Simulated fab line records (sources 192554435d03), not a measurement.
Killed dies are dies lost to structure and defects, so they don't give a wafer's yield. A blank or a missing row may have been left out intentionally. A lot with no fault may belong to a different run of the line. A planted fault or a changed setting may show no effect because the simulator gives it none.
Which tool did it?	flow n5-finfet	23 lots, 69 wafers sampled, at 3 steps of a route of 1938

== WHAT THE GAUGES READ, wafer by wafer ==
N5_PASSIVATION_CD_MEAS_30: target cd 4000 nm.
lot	measured	on	cd-nm (nm)
L074	day 11 16:56	cd-sem-01	3999.2 3999.9 3998.9
L075	day 12 18:13	cd-sem-02	4002.7 4001.6 4002.1
L078	day 13 01:01	cd-sem-02	3998.8 3997.3 3998.1
L076	day 13 05:52	cd-sem-02	4000.9 4002.9 4002.4
L077	day 13 15:08	cd-sem-02	3999.1 3998.9 3999.9
L079	day 13 15:29	cd-sem-03	4000.4 4000.1 3999.7
L080	day 13 18:27	cd-sem-02	3998.7 3999.4 3997.0
L081	day 14 02:44	cd-sem-03	4000.3 4000.3 4000.0
L082	day 14 02:54	cd-sem-02	4000.8 4000.8 3999.9
L085	day 14 22:26	cd-sem-03	3997.5 3997.0 3998.8
L084	day 15 05:29	cd-sem-01	3999.5 3998.5 4000.5
L087	day 15 04:46	cd-sem-02	3999.0 4000.2 3999.5
L086	day 15 09:33	cd-sem-01	3998.7 3999.8 3998.3
L091	day 16 23:12	cd-sem-03	3999.1 4000.4 3998.7
L089	day 17 06:02	cd-sem-02	3999.4 4001.4 3999.0
L090	day 17 06:32	cd-sem-02	4000.9 3998.1 3999.4
L093	day 17 05:35	cd-sem-02	3999.4 4000.7 3999.8
L092	day 17 10:42	cd-sem-03	3999.1 3999.9 4000.4
L088	day 17 10:44	cd-sem-02	4001.4 4000.4 4001.7
L094	day 17 16:36	cd-sem-02	3996.3 3997.9 3998.0
L095	day 18 04:25	cd-sem-03	3997.8 3997.0 3999.3
L096	day 18 04:23	cd-sem-02	4001.4 4002.9 4002.4
L097	day 18 15:57	cd-sem-02	4001.3 4000.5 4000.4

== EACH LOT AND THE TOOL THAT RAN IT (in order: tool; ch and the chambers of the sampled wafers; start) ==
lot	N5_MIM_BOT_ETCH_ETCH_03	N5_PASSIVATION_DEGAS_18
L074	rie-metal-03 ch 0,1, day 11 09:41	pvd-sputter-02, day 11 16:17
L075	rie-metal-01 ch 0,1, day 12 12:20	pvd-sputter-03, day 12 17:34
L078	rie-metal-01 ch 0,1, day 12 19:49	pvd-sputter-03, day 13 00:14
L076	rie-metal-03 ch 0,1, day 13 02:17	pvd-sputter-01, day 13 05:05
L077	rie-metal-02 ch 0,1, day 13 10:39	pvd-sputter-01, day 13 14:28
L079	rie-metal-03 ch 0,1, day 13 10:56	pvd-sputter-03, day 13 14:50
L080	rie-metal-01 ch 0,1, day 13 15:38	pvd-sputter-01, day 13 17:40
L081	rie-metal-02 ch 0,1, day 13 23:22	pvd-sputter-01, day 14 01:58
L082	rie-metal-02 ch 0,1, day 13 23:49	pvd-sputter-02, day 14 02:02
L085	rie-metal-02 ch 0,1, day 14 18:53	pvd-sputter-02, day 14 21:47
L084	rie-metal-03 ch 0,1, day 14 23:44	pvd-sputter-01, day 15 04:43
L087	rie-metal-01 ch 0,1, day 15 00:01	pvd-sputter-02, day 15 03:59
L086	rie-metal-01 ch 0,1, day 15 05:28	pvd-sputter-02, day 15 08:54
L091	rie-metal-02 ch 0,1, day 16 16:54	pvd-sputter-01, day 16 22:33
L089	rie-metal-02 ch 0,1, day 17 00:59	pvd-sputter-01, day 17 05:23
L090	rie-metal-01 ch 0, day 17 01:23	pvd-sputter-01, day 17 05:53
L093	rie-metal-03 ch 0,1, day 17 02:11	pvd-sputter-02, day 17 04:56
L092	rie-metal-03 ch 0,1, day 17 07:02	pvd-sputter-03, day 17 09:56
L088	rie-metal-03 ch 0,1, day 17 07:19	pvd-sputter-02, day 17 10:01
L094	rie-metal-03 ch 0,1, day 17 11:58	pvd-sputter-01, day 17 15:57
L095	rie-metal-03 ch 0,1, day 17 23:17	pvd-sputter-02, day 18 03:42
L096	rie-metal-03 ch 0,1, day 18 00:23	pvd-sputter-03, day 18 03:37
L097	rie-metal-03 ch 0,1, day 18 11:22	pvd-sputter-01, day 18 15:18
- N5_MIM_BOT_ETCH_ETCH_03: etches the open film in Cl2/BCl3, target depth 12 nm.
- N5_PASSIVATION_DEGAS_18: time 60 s.

== WHAT THE TOOLS THEMSELVES READ (means of the sampled wafers that have a number; where no wafer has one, the mark that the record gives instead) ==
N5_MIM_BOT_ETCH_ETCH_03.
lot	tool	bias-w (W)	drypump-motor-current-A (A)	oes-product-au (a.u.)	rf-fwd-power-W (W)	throttle-valve-pct (%)
L074	rie-metal-03	100.0	5.6	0.77	794.7	27.50
L075	rie-metal-01	100.0	6.1	0.81	795.6	27.37
L078	rie-metal-01	99.7	6.1	0.80	792.1	27.36
L076	rie-metal-03	100.2	5.6	0.75	797.4	27.51
L077	rie-metal-02	100.0	5.5	0.83	794.9	27.46
L079	rie-metal-03	99.6	5.6	0.75	793.6	27.51
L080	rie-metal-01	100.0	6.1	0.80	795.6	27.38
L081	rie-metal-02	100.0	5.6	0.86	799.2	27.31
L082	rie-metal-02	100.0	5.5	0.82	790.8	27.46
L085	rie-metal-02	100.0	5.5	0.81	793.7	27.47
L084	rie-metal-03	100.1	5.6	0.75	794.2	27.51
L087	rie-metal-01	99.7	5.9	0.80	792.7	27.43
L086	rie-metal-01	100.3	6.1	0.78	792.9	27.38
L091	rie-metal-02	100.0	5.5	0.81	790.9	27.48
L089	rie-metal-02	100.1	5.6	0.84	793.4	27.32
L090	rie-metal-01	99.9	5.6	0.82	789.2	27.48
L093	rie-metal-03	99.8	5.3	0.74	795.9	27.43
L092	rie-metal-03	100.3	5.6	0.73	792.2	27.53
L088	rie-metal-03	100.0	5.3	0.73	791.5	27.43
L094	rie-metal-03	100.2	5.3	0.73	792.1	27.43
L095	rie-metal-03	100.2	5.3	0.73	795.5	27.44
L096	rie-metal-03	100.1	5.4	0.73	791.5	27.44
L097	rie-metal-03	100.0	5.3	0.73	795.1	27.45

N5_PASSIVATION_DEGAS_18.
lot	tool	heater-power-w (W)
L074	pvd-sputter-02	448
L075	pvd-sputter-03	453
L078	pvd-sputter-03	476
L076	pvd-sputter-01	478
L077	pvd-sputter-01	446
L079	pvd-sputter-03	523
L080	pvd-sputter-01	440
L081	pvd-sputter-01	441
L082	pvd-sputter-02	436
L085	pvd-sputter-02	441
L084	pvd-sputter-01	471
L087	pvd-sputter-02	440
L086	pvd-sputter-02	438
L091	pvd-sputter-01	458
L089	pvd-sputter-01	501
L090	pvd-sputter-01	495
L093	pvd-sputter-02	426
L092	pvd-sputter-03	449
L088	pvd-sputter-02	446
L094	pvd-sputter-01	445
L095	pvd-sputter-02	438
L096	pvd-sputter-03	468
L097	pvd-sputter-01	487

== THE ANSWER, worked out from the rows above alone ==
Rule: the lots themselves supply what counts as usual. Put in order of their means at a reading, lots are off if they are a third of the lots or fewer, leave a main group of 4 or more, and stand apart from it by a gap of 3 or more times the standard deviation of the main group's means; of several such gaps the widest counts. Not used: any main group whose means are identical at the precision the tables above print for the reading. A lot without any number at a reading at which 4 lots or more have one is off too. All remaining lots with rows at the step are treated as sound. The gauges are gone through in route order, then the tools' own readings, and for those a lot's mean is taken as printed above. The first step at which some lot is off is used, and at that step the reading that is off furthest; a lot without a number counts as furthest.
Nothing can be told from this: no lot is off at any reading shown.

== WHAT HAD BEEN PUT IN BY THE SIMULATOR ==
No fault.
